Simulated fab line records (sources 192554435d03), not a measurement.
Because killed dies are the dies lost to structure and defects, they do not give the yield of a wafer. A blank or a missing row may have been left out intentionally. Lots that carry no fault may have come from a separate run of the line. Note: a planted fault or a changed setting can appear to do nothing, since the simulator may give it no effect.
Comparing a struck lot with a sound one    flow n5-finfet    41 steps out of a route of 1938
Sound: wafers L116.1, L116.2, L116.4. Wafers struck: L129.3, L129.5, L129.6. At the end, the cause is stated.
Order at every step that has rows: each side's tool, ch and its chambers, its first start. Under that, the readings that differ: sound wafers    struck wafers    difference of the means    sigmas: that difference in standard deviations of wafers without a fault.
alike: readings with means less than 2 such deviations apart, plus words and numbers identical on both sides. not compared: withheld readings, readings lacking a value on some wafer, bounds such as >300 that could conceal the same value, and numbers that have no deviation in the record and whose values overlap.
The two part at a step that has a row with sigmas, a row that says differs or no value, or rows on one side only. Numbers that have no deviation but don't overlap get no sigmas and don't part them. A reading missing from all wafers of one side parts the sides only when that side holds two or more wafers.

first, 5 steps without rows for these wafers: N5_HKMG_FIN_ETCH_31 (etches SiARC in CF4, target depth 45.5 nm, time 75.8 s); N5_HKMG_FIN_ETCH_32 (etches SOC in N2/H2, target depth 240 nm, time 300 s); N5_HKMG_FIN_STRIP_33 (strips in N2/H2); N5_HKMG_FIN_STRIP_34 (strips in CF4); N5_HKMG_FIN_ETCH_35 (etches SOC in N2/H2, target depth 215.8 nm, time 243.4 s).
N5_HKMG_FIN_STRIP_92: strips SOC in N2/H2, time 20 s.
  sound on rie-diel-06 ch 0,2,3, day 4 08:40; struck on rie-diel-06 ch 0,3, day 7 16:16
  alike: drypump-motor-current-A, oes-product-au, rf-vpp-V, showerhead-plenum-p-Torr, throttle-valve-pct
  not compared: rf-hours-counter-h
then, 1 step without rows for these wafers: N5_HKMG_FIN_WET_ETCH_18 (etches TiN in SC1, time 55 s, target depth 5.2 nm, rinse time 30 s).
N5_HKMG_FIN_STRIP_19: strips in N2/H2, time 360 s.
  sound on plasma-asher-01 ch 0,1, day 4 08:49; struck on plasma-asher-02 ch 0,1, day 7 16:32
  alike: drypump-motor-current-A, heater-power-w
  not compared: rf-hours-counter-h
N5_HKMG_FIN_ALD_91: deposits TiN, target thk 1 nm, pulse time 1 s, purge time 3 s.
  sound on ald-metal-01 ch 0,1,2, day 4 09:12; struck on ald-metal-04 ch 0,3, day 7 16:48
reading             sound         struck       difference  sigmas
heater-power-w (W)  907 1024 949  784 742 766  -196        -3
  alike: precursor-pulse-height-rel
then, 3 steps without rows for these wafers: N5_HKMG_FIN_COAT_85 (time 60 s, resist thk 300 nm); N5_HKMG_FIN_ETCH_86 (etches SOC in N2/H2, stops on TiN, target depth 393.2 nm); N5_HKMG_FIN_STRIP_89 (strips SOC in N2/H2, time 20 s).
N5_HKMG_FIN_WET_ETCH_87: etches TiN in SC1, time 154.2 s, target depth 4.7 nm, rinse time 30 s.
  sound on wet-bench-03 ch 1,5,6, day 4 09:41; struck on wet-bench-02 ch 0,3,7, day 7 17:18
then, 1 step without rows for these wafers: N5_HKMG_FIN_STRIP_88 (strips in N2/H2, time 360 s).
N5_HKMG_FIN_NWFM_ALD_20: deposits TiAlC, target thk 2 nm, pulse time 3 s, purge time 2 s.
  sound on ald-metal-01 ch 1,2,3, day 4 10:10; struck on ald-metal-01 ch 0,1,3, day 7 17:46
  alike: heater-power-w, precursor-pulse-height-rel
then, 15 steps without rows for these wafers: N5_HKMG_FIN_ALD_71 (deposits TiN, target thk 1 nm, pulse time 1 s, purge time 3 s); N5_HKMG_FIN_COAT_66 (time 60 s, resist thk 300 nm); N5_HKMG_FIN_ETCH_67 (etches SOC in N2/H2, stops on TiN, target depth 388.9 nm); N5_HKMG_FIN_STRIP_90 (strips SOC in N2/H2, time 20 s); N5_HKMG_FIN_WET_ETCH_73 (etches the open film in SC1, time 42.3 s, target depth 1.3 nm, rinse time 30 s); N5_HKMG_FIN_ETCHBACK_68 (etches the open film in Cl2/Ar, stops on HfO2, target depth 0.5 nm); N5_HKMG_FIN_STRIP_69 (strips in N2/H2, time 360 s); N5_HKMG_FIN_ALD_21 (deposits TiN, target thk 1.5 nm, pulse time 1 s, purge time 3 s); N5_HKMG_FIN_ALD_72 (deposits W, target thk 2 nm, pulse time 1 s, purge time 2 s); N5_HKMG_FIN_W_FILL_22 (material W, target thk 60 nm, time 18.2 s); N5_HKMG_FIN_PRECLEAN_83 (cleans in DIW, time 57.5 s); N5_HKMG_FIN_SRD_84 (dry time 32 s); N5_HKMG_FIN_CMP_23 (polishes, stops on SiNx, t overpolish 10 s, target thk 46.326 nm); N5_HKMG_FIN_CMP_94 (polishes, stops on SiNx, t overpolish 4.7 s, target thk 43.299 nm); N5_GATE_CUT_ETCHBACK_00 (etches W in SF6/Cl2).
N5_GATE_CUT_ETCH_56: etches TiN in Cl2/Ar, target depth 21.6 nm.
  sound on rie-metal-03 ch 0,1, day 4 13:05; struck on rie-metal-01 ch 0,1, day 7 20:23
  alike: drypump-motor-current-A, oes-product-au, throttle-valve-pct
  not compared: rf-hours-counter-h
then, 9 steps without rows for these wafers: N5_GATE_CUT_ETCHBACK_30 (etches TiN in Cl2/Ar, target depth 3 nm); N5_GATE_CUT_VAPOR_ETCH_60 (etches HfO2 in BCl3/Cl2); N5_GATE_CUT_ETCH_58 (etches SiNx in CH3F/O2, target depth 17 nm, time 128.6 s); N5_GATE_CUT_STRIP_59 (strips in N2/H2, time 20 s); N5_GATE_CUT_PRECLEAN_31 (cleans in DIW, time 300 s); N5_GATE_CUT_SRD_32 (time 30 s); N5_GATE_CUT_SAC_CAP_01 (material SiNx, target thk 24 nm, pulse time 1 s, ald cycles 480); N5_GATE_CUT_PECVD_57 (deposits SiNx from SiH4/NH3/N2, target thk 21 nm); N5_GATE_CUT_CMP_02 (polishes, stops on SiO2, t overpolish 12.7 s, target thk 0 nm).
-- record jumps: 7 days separate the struck wafers' starts on either side; left off in module GATE_CUT, taken up again in module PASSIVATION, whose first shown step is the route's number 1936 --
N5_PASSIVATION_PROBE_49:
  the record has rows for the struck wafers here (prober-02, day 15 03:50) and none for the sound ones

WHERE THEY PART
At N5_HKMG_FIN_ALD_91 first; at N5_PASSIVATION_PROBE_49 last (within this record only).

WHY: whatever the simulator had introduced
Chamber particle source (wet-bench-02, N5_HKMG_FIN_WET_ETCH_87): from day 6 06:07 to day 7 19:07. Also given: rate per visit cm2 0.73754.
